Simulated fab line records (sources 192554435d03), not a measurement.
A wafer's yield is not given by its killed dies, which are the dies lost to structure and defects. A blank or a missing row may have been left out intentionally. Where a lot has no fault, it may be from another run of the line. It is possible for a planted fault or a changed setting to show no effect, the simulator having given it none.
One fault through the eyes of 2 desks | flow n5Finfet | only its own numbers are on each desk; what lay behind them is given at the end

THE METROLOGY DESK
What the gauges read, lot by lot, whatever tool the lot ran on: means of the sampled wafers that have a number. The brackets show how far a lot's mean lies from the usual mean; more than 4 standard deviations puts the lot out of limits, marked OUT. It has 10 readings; the 7 that lie furthest out on some lot are the ones shown.
Columns: A = DIBL_P at N5_BEOL_M4_RC_MEAS_101, usual 35.8 mV/V; B = IOFF_N at N5_BEOL_M4_RC_MEAS_101, usual 0.152 nA/um; C = IOFF_P at N5_BEOL_M4_RC_MEAS_101, usual 0.20 nA/um; D = ION_N at N5_BEOL_M4_RC_MEAS_101, usual 670 uA/um; E = ION_P at N5_BEOL_M4_RC_MEAS_101, usual 459 uA/um; F = VT_N at N5_BEOL_M4_RC_MEAS_101, usual 251 mV; G = VT_P at N5_BEOL_M4_RC_MEAS_101, usual -252 mV
lot  | first seen here | A    | B     | C    | D   | E   | F   | G
L714 | day 9 08:02     | 36.2 | 0.157 | 0.22 | 673 | 464 | 250 | -246
L716 | day 9 13:56     | 35.6 | 0.144 | 0.19 | 672 | 461 | 250 | -253
L720 | day 10 23:28    | 36.0 | 0.152 | 0.19 | 666 | 453 | 250 | -252
L727 | day 11 22:16    | 38.4 | 0.168 | 0.21 | 674 | 457 | 250 | -253
L728 | day 12 21:17    | 38.3 | 0.195 | 0.24 | 684 | 466 | 246 | -248
L731 | day 13 03:50    | 33.8 | 0.138 | 0.17 | 673 | 453 | 252 | -255
L730 | day 13 13:57    | 35.9 | 0.159 | 0.19 | 680 | 460 | 247 | -253
L735 | day 14 03:56    | 37.4 | 0.152 | 0.19 | 664 | 450 | 251 | -252
L733 | day 14 05:24    | 33.2 | 0.133 | 0.17 | 669 | 458 | 252 | -254
L734 | day 14 16:58    | 33.9 | 0.138 | 0.21 | 666 | 464 | 252 | -248
This desk's verdict: no lot among the 10 shows anything out of limits.

THE TOOL OWNER'S DESK: pecvd-03
The tool's own readings at N5_BEOL_M1_PECVD_72 (deposits SiO2 from TEOS/O2, target thk 16 nm, time 18 s): means of the sampled wafers that have a number, for each lot that ran on this tool. The brackets show how far a lot's mean lies from the usual mean; more than 4 standard deviations puts the lot out of limits, marked OUT.
Columns: A = heaterPowerW at N5_BEOL_M1_PECVD_72, usual 714 W; B = showerheadPlenumPTorr at N5_BEOL_M1_PECVD_72, usual 8.78 Torr; C = susceptorTempC at N5_BEOL_M1_PECVD_72, usual 399.96 C; D = throttleValvePct at N5_BEOL_M1_PECVD_72, usual 23.1 %
lot  | first seen here | A   | B    | C                | D
L720 | day 7 14:07     | 714 | 8.77 | 400.01           | 23.6
L727 | day 9 06:07     | 642 | 8.78 | 395.50 (-18) OUT | 23.2
L728 | day 9 19:03     | 593 | 8.79 | 390.93 (-36) OUT | 22.3
L730 | day 10 04:44    | 672 | 8.79 | 395.57 (-18) OUT | 23.1
This desk's finding: out of limits on L727, L728, L730; first on L727, day 9 06:07 (susceptorTempC at N5_BEOL_M1_PECVD_72). L720 stayed within limits.

ALL TOGETHER
An alarm could have come from the tool owner's desk at day 9 06:07, on L727, L728, L730.
At the metrology desk, nothing out of limits was observed.
The metrology desk holds a record of L727, L728, L730, inside its limits.
All the named lots went through N5_BEOL_M1_PECVD_72 on pecvd-03.

WHAT HAD BEEN PUT IN BY THE SIMULATOR
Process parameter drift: pecvd-03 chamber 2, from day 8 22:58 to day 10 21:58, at N5_BEOL_M1_PECVD_72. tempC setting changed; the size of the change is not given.
Struck lots among those shown: L727, L728, L730.
Time in hours from fault onset to the first out-of-limits reading at each desk: the tool owner's desk, 7.
